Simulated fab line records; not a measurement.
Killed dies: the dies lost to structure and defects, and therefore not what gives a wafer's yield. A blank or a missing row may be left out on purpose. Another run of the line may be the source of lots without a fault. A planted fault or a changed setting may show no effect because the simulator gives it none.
fab line records	flow nand_harc
[record] lots = 5	wafers = 15	last_day = 27
route steps=1159 shown A_STAIRCASE@537 END@1159
lots with no fault: from the same line, run without faults
start_h: the number of hours between the record's first day and the start of the first shown wafer of the lot	wait_h: hours elapsed since this lot's preceding step	" unchanged from the row above	L1.1+2: a single row standing in for several wafers	- no value, or no start was given	* or withheld: withheld	< > ~ a bound
route shown NAME@n: names a module that has steps shown in the file, with the first one's number in the route	usual: mean and standard deviation over wafers with no fault	same: alike in all rows	chamber/n: place in a boat	sites: readings site by site	_std_site: the values' standard deviation	_edge_site: mean of outer sites minus mean of inner sites	radius_mm: for every site, how far away it sits from the centre of the wafer	mask NAME#n: copy n	behind: tool/chamber where the wafer was last shaped	hold: why the lot was held/for how many hours/how that ended	device: the transistor (n, p or np) that didn't switch	end of line: the same wafers' tests at the end of the route	a step with no rows: only its recipe	killed: at the first sort, the dies lost to defects and structure; wafer yield is something else	map: a wafer's dies, marking killed ones x, the rest . and places with no die _
set.NAME: the setting as run; set.NAME@STEP: as run at that earlier step	model.NAME: the simulator's own value behind a step, which no gauge read
lots at selected steps of the route; one table per step, one row per wafer
services: a tool's chamber out of use, with start hour (start_h, from the record's first day; less than 0 if before it), hours out, and reason
[[steps]]
[step NHARC_A_STAIRCASE_DEHYDRATE_01]
[recipe] temp_c = 150	time_s = 120
[step NHARC_A_STAIRCASE_HMDS_02]
[recipe] time_s = 30
[step NHARC_A_STAIRCASE_COAT_03]
[recipe] spin_rpm = 1200
[step NHARC_A_STAIRCASE_SOFTBAKE_04]
[recipe] temp_c = 135	time_s = 170
[step NHARC_A_STAIRCASE_EBR_05]
[step NHARC_A_STAIRCASE_EXPOSE_06]
[recipe] na = 0.5	dose_mj = 25.43	mask_id = STAIR
[step NHARC_A_STAIRCASE_PEB_07]
[recipe] peb_temp_c = 115	peb_time_s = 130
[step NHARC_A_STAIRCASE_DEVELOP_08]
[recipe] time_s = 140
[step NHARC_A_STAIRCASE_HARDBAKE_10]
[recipe] temp_c = 120	time_s = 140
[step NHARC_A_STAIRCASE_DESCUM_11]
[recipe] time_s = 3	o2_flow_sccm = 200	ar_flow_sccm = 0	bias_power_w = 0	chemistry = O2
[usual] chamber_pressure_mTorr = 60.00/0.054	drypump_motor_current_A = 5.5/0.39	oes_product_au = 1.001/0.0091	rf_vpp_V = 57.8/0.87	showerhead_plenum_p_Torr = 1.90/0.086	throttle_valve_pct = 11.311/0.009
[same] time_s = 3
lot.wafer	tool	chamber	start_h	wait_h	chamber_pressure_mTorr	drypump_motor_current_A	oes_product_au	rf_hours_counter_h	rf_vpp_V	showerhead_plenum_p_Torr	throttle_valve_pct
L679.3	rie_diel-09	3	251.93	-	59.98	5.2	0.988	64	56.8	1.93	11.316
L679.2	"	0	"	"	59.96	4.9	0.985	63	58.1	1.82	11.322
L679.5	"	2	"	"	60.02	5.3	0.988	-	57.8	1.93	11.307
L684.3	rie_diel-09	2	280.51	-	60.09	5.3	0.998	6	58.6	1.93	11.302
L684.1	"	0	"	"	60.08	4.8	0.986	4	56.6	1.81	11.306
L684.5	"	1	"	"	59.97	5.4	0.989	-	57.8	2.07	11.301
L687.2	rie_diel-09	2	312.61	-	60.05	5.3	0.998	16	58.1	1.93	11.308
L687.1	"	0	"	"	60.08	4.8	0.998	17	58.0	1.81	11.306
L687.3	"	1	"	"	60.01	5.4	0.998	12	59.3	2.07	11.306
L696.3	rie_diel-11	3	349.64	-	60.09	5.7	1.010	55	57.9	1.86	11.305
L696.2	"	1	"	"	59.96	5.7	1.011	52	57.9	1.93	11.302
L696.4	"	2	"	"	60.00	5.8	1.005	54	58.4	1.87	11.312
L697.4	rie_diel-11	2	361.33	-	59.94	5.8	1.008	61	57.9	1.86	11.321
L697.3	"	3	"	"	60.06	5.7	0.995	62	58.1	1.86	11.321
L697.5	"	1	"	"	59.99	5.7	1.012	-	59.5	1.93	11.302
[step NHARC_A_STAIRCASE_TRIM_12]
[recipe] time_s = 211.2	o2_flow_sccm = 500	ar_flow_sccm = 0	bias_w = 0	chemistry = O2
[usual] chamber_pressure_mTorr = 60.00/0.058	drypump_motor_current_A = 5.5/0.39	oes_product_au = 1.001/0.0089	rf_vpp_V = 57.6/0.94	showerhead_plenum_p_Torr = 3.51/0.15	throttle_valve_pct = 17.037/0.0087
[same] time_s = 211.2
lot.wafer	tool	chamber	start_h	wait_h	chamber_pressure_mTorr	drypump_motor_current_A	oes_product_au	rf_hours_counter_h	rf_vpp_V	showerhead_plenum_p_Torr	throttle_valve_pct
L679.3	rie_diel-09	2	252.03	0.1	59.94	5.3	0.989	65	57.4	3.56	17.035
L679.2	"	3	"	"	59.98	5.3	0.994	64	58.7	3.56	17.046
L679.5	"	0	"	"	60.11	4.9	0.994	-	57.6	3.36	17.054
L684.3	rie_diel-09	3	280.80	0.3	59.98	5.3	1.002	6	59.3	3.55	17.041
L684.1	"	0	"	"	59.96	4.8	1.001	4	58.0	3.36	17.036
L684.5	"	3	"	"	60.12	5.2	1.009	-	57.7	3.55	17.022
L687.1	rie_diel-09	1	312.71	0.1	60.06	5.4	0.986	12	59.2	3.80	17.030
L687.2	"	2	"	"	59.99	5.3	0.999	16	59.5	3.55	17.038
L687.3	"	3	"	"	60.05	5.3	0.998	19	58.3	3.54	17.037
L696.3	rie_diel-11	0	349.73	0.1	59.99	5.5	1.012	55	59.0	3.31	17.031
L696.4	"	1	"	"	59.88	5.7	1.006	52	58.3	3.56	17.046
L696.2	"	2	"	"	60.17	5.8	1.007	54	59.0	3.45	17.040
L697.3	rie_diel-11	2	361.71	0.4	60.02	5.8	1.017	61	57.6	3.44	17.038
L697.4	"	3	"	"	60.06	5.7	1.006	62	57.9	3.44	17.049
L697.5	"	0	"	"	59.98	5.5	1.012	-	56.4	3.31	17.056
[step NHARC_A_STAIRCASE_ETCH_13]
[recipe] target_depth_a = 1000	time_s = 40.5	ion_energy_ev = 400	c4f8_flow_sccm = 20	o2_flow_sccm = 10	ar_flow_sccm = withheld	rf_w = 600	bias_w = 1000	chemistry = C4F8/O2
[usual] chamber_pressure_mTorr = 24.998/0.026	oes_product_au = 0.937/0.012	rf_vpp_V = 895/5.5
[same] time_s = 40.5
lot.wafer	tool	chamber	start_h	wait_h	chamber_pressure_mTorr	oes_product_au	rf_hours_counter_h	rf_vpp_V
L679.2	rie_diel-09	1	252.16	-	24.999	0.949	63	886
L679.3	"	2	"	"	24.967	0.936	65	897
L679.5	"	0	"	"	25.008	0.934	-	891
L684.1	rie_diel-09	1	280.96	-	25.042	0.927	5	906
L684.3	"	3	"	"	25.010	0.935	7	895
L684.5	"	0	"	"	25.013	0.924	-	890
L687.3	rie_diel-09	0	312.94	-	25.047	0.921	17	890
L687.1	"	1	"	"	24.999	0.782	12	905
L687.2	"	2	"	"	24.988	0.928	16	897
L696.4	rie_diel-11	0	349.88	-	25.014	0.947	55	888
L696.3	"	1	"	"	24.966	0.956	52	896
L696.2	"	3	"	"	24.968	0.950	55	892
L697.4	rie_diel-11	0	361.94	-	24.978	0.937	61	889
L697.3	"	2	"	"	25.012	0.926	61	894
L697.5	"	3	"	"	24.997	0.926	-	892
[step NHARC_A_STAIRCASE_TRIM_14]
[recipe] time_s = 211.2	o2_flow_sccm = 500	ar_flow_sccm = 0	bias_w = 0	chemistry = O2
[usual] chamber_pressure_mTorr = 60.01/0.052	drypump_motor_current_A = 5.5/0.37	oes_product_au = 1.001/0.0084	rf_vpp_V = 57.7/0.96	showerhead_plenum_p_Torr = 3.49/0.14	throttle_valve_pct = 17.037/0.0089
[same] time_s = 211.2
lot.wafer	tool	chamber	start_h	wait_h	chamber_pressure_mTorr	drypump_motor_current_A	oes_product_au	rf_hours_counter_h	rf_vpp_V	showerhead_plenum_p_Torr	throttle_valve_pct
L679.3	rie_diel-09	3	-	-	59.98	5.2	0.996	64	58.5	3.56	17.029
L679.2	"	0	"	"	59.99	4.9	0.990	63	57.7	3.36	17.036
L679.5	"	2	"	"	59.98	5.3	0.989	-	59.5	3.56	17.042
L684.3	rie_diel-09	2	-	-	60.09	5.3	0.998	7	58.1	3.56	17.026
L684.1	"	3	"	"	59.94	5.3	0.998	7	57.6	3.55	17.037
L684.5	"	3	"	"	60.04	5.2	1.010	-	57.0	3.55	17.030
L687.1	rie_diel-09	3	-	-	59.99	5.2	1.000	19	56.8	3.55	17.041
L687.2	"	1	"	"	60.00	5.4	0.989	12	58.8	3.80	17.033
L687.3	"	2	"	"	59.97	5.3	0.992	16	58.1	3.55	17.031
L696.2	rie_diel-11	3	-	-	60.04	5.7	0.999	55	57.0	3.44	17.045
L696.3	"	0	"	"	60.01	5.5	1.013	55	56.6	3.31	17.040
L696.4	"	1	"	"	59.94	5.7	1.002	52	58.2	3.55	17.026
L697.3	rie_diel-11	1	-	-	60.00	5.7	1.016	58	56.7	3.55	17.033
L697.4	"	3	"	"	59.92	5.8	1.008	62	56.6	3.44	17.021
L697.5	"	1	"	"	59.97	5.7	1.012	-	58.4	3.55	17.058
[step NHARC_END_SORT_01]
[recipe] temp_c = 25
[usual] killed_at_array = 28/11	killed_at_other = 0.9/1.2	killed_at_periphery = 2.6/2.1	killed_dies = 31/11	killed_open = 3.1/1.7	killed_short = 1.9/1.3
[same] gross_dies = 677
lot.wafer	tool	chamber	start_h	wait_h	killed_at_array	killed_at_other	killed_at_periphery	killed_dies	killed_open	killed_short
L687.1	prober-01	0	572.49	2.5	620	1	0	621	1	3
// killed by level:class
L687.1 A_STAIRCASE:area_etch=580 A_CHANNEL_HOLE_D1:chamber_film_flake=20 A_SLIT:chamber_film_flake=13 A_CHANNEL_HOLE_D1:geometric_particle:short=1 A_STAIRCASE:geometric_particle:open=1 A_SGD_CUT:geometric_particle:short=1 A_CONTACT:geometric_particle:short=1 A_STAIRCASE:chamber_film_flake=1
// map L687.1 (x killed, . not)
____________x____________
_________xxxxxxx_________
_______xxxxxxxxxxx_______
______xxxxxxxxxxxxx______
_____xxxxxxxxxxxxxx._____
____xxxxxxxxxxxxx.xxx____
____xxxxxxxxxxxxx.xxx____
___xxxxxxxxxxxxxxxxxxx___
___xxxxxxxxxxxxxxxxxxx___
__xxxxxxxxxxxxxxxxxxxxx__
__xxxxxxxxxxxxxxxxxxx.x__
_xxxxxxxxxxxxxxx.xxx.xxx_
_xxxxxxxxxxxxxxxxxxxx.xx_
_xxxxxxxxxxx.xx.xxxxxxxx_
_xxxxxxx.xxxxxxxxxxxxxxx_
_xxxxxxxxxxxxxxxxxx.xxxx_
xxxxxxxxxxxxxxxxxxxxx.x..
xxxxxxxxxxxx.xxxxxx.xxx.x
.xxxxx.xxxxxxxxxxxxxxx.xx
xxxxxxxxxxxxxxxx.xxxxx.xx
xxxxxxxxxxx.xxx.xx.x.xxx.
_xxxxxxxxxx.xxxx.xxxxx.x_
_xx.xxxxxxx.xxxxxxxxx.xx_
_xxxxxxxxxx.xxxxxxx.xxx._
_xxxxxxxxxxxxxxxxxxxxx.x_
_xxxxxxxxxxx.xxxxxx.x.xx_
__x.xxxxxxxxxx..xxxxxx.__
__xxxxxxxxxxxxxxxxx.xx.__
___xxxxxxxxxxxxxxxxxxx___
___xxxxxxx.xxx.xx.xxxx___
____xxxxxxxx.xxxxx.xx____
____xxxxxxxxxxxxxx.xx____
_____xxxxxxxx.xxxxxx_____
______xxxxxxxxxxxxx______
_______xxx.x.xxxxx_______
_________xxxxx.x_________
____________x____________
// map L684.1 (x killed, . not)
____________.____________
_________......._________
_______..........._______
______.x......xx...______
_____...x.x........._____
____..xxxx...........____
____..x.xxx..........____
___.x..xx.............___
___..xx..x....x.......___
__...x..xx............x__
__.....x...............__
_.....x..x.......x......_
_.......x..............._
_...........x.........x._
_......................._
_.................x.x..._
...x.............x.......
.....................x...
.........................
.........................
.........................
_......................._
_.............x........._
_......................._
_......................._
_......................._
__.....................__
__.....................__
___..............x....___
___...................___
____.................____
____.................____
_____..............._____
______.............______
_______..........._______
_________......._________
____________.____________
[[services]]
tool	chamber	start_h	hours	kind
rie_diel-09	0	233.28	-	clean
rie_diel-09	1	233.28	-	clean
rie_diel-09	2	233.28	-	clean
rie_diel-09	3	233.28	-	clean
rie_diel-11	1	241.89	9.1	repair
rie_diel-09	-	254.15	9.0	pm
rie_diel-09	0	254.15	9.0	vent_cycle
rie_diel-09	1	254.15	9.0	vent_cycle
rie_diel-09	2	254.15	9.0	vent_cycle
rie_diel-09	3	254.15	9.0	vent_cycle
rie_diel-09	0	263.15	-	clean
rie_diel-09	1	263.15	-	clean
rie_diel-09	1	263.15	-	consumable_replace:showerhead
rie_diel-09	2	263.15	-	clean
rie_diel-09	3	263.15	-	clean
rie_diel-09	0	287.65	-	clean
rie_diel-09	1	287.65	-	clean
rie_diel-09	2	287.65	-	clean
rie_diel-09	3	287.65	-	clean
rie_diel-09	1	290.16	10.6	repair
rie_diel-09	0	312.19	-	clean
rie_diel-09	1	312.19	-	clean
rie_diel-09	2	312.19	-	clean
rie_diel-09	-	350.67	2.0	repair
[[key]]
[first_sign] step = NHARC_A_STAIRCASE_ETCH_13	reading = oes_product_au	direction = down	sigmas = 13	usual = 0.937	struck = 0.782
[effect] step = NHARC_END_SORT_01	reading = killed_at_array	direction = up	sigmas = 55	usual = 28	struck = 620
[more_kills_born_at] NHARC_A_STAIRCASE_ETCH_13@rie_diel-09 = 580
met_at NHARC_A_STAIRCASE_ETCH_13
struck_wafers L687.1
later_rows_left_out L687.1
tester_left_out L687
onset_between 280.96 312.94
[fault] kind = process_parameter_drift	tool = rie_diel-09	chamber = 1	onset_h = 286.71	steps = NHARC_A_STAIRCASE_ETCH_13	channel = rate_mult	offset = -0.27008	shape = step	end_h = 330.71
// tester_left_out: of these lots the tester's yield and bins aren't shown, on N5 and GAA mostly nor the transistor test; their killed dies are dies lost to structure and defects alone, not to doping, threshold or leakage, so they don't give the yield
// later_rows_left_out: the simulator's readings of these wafers behind a module that went badly wrong aren't trusted and aren't shown, but for the sort
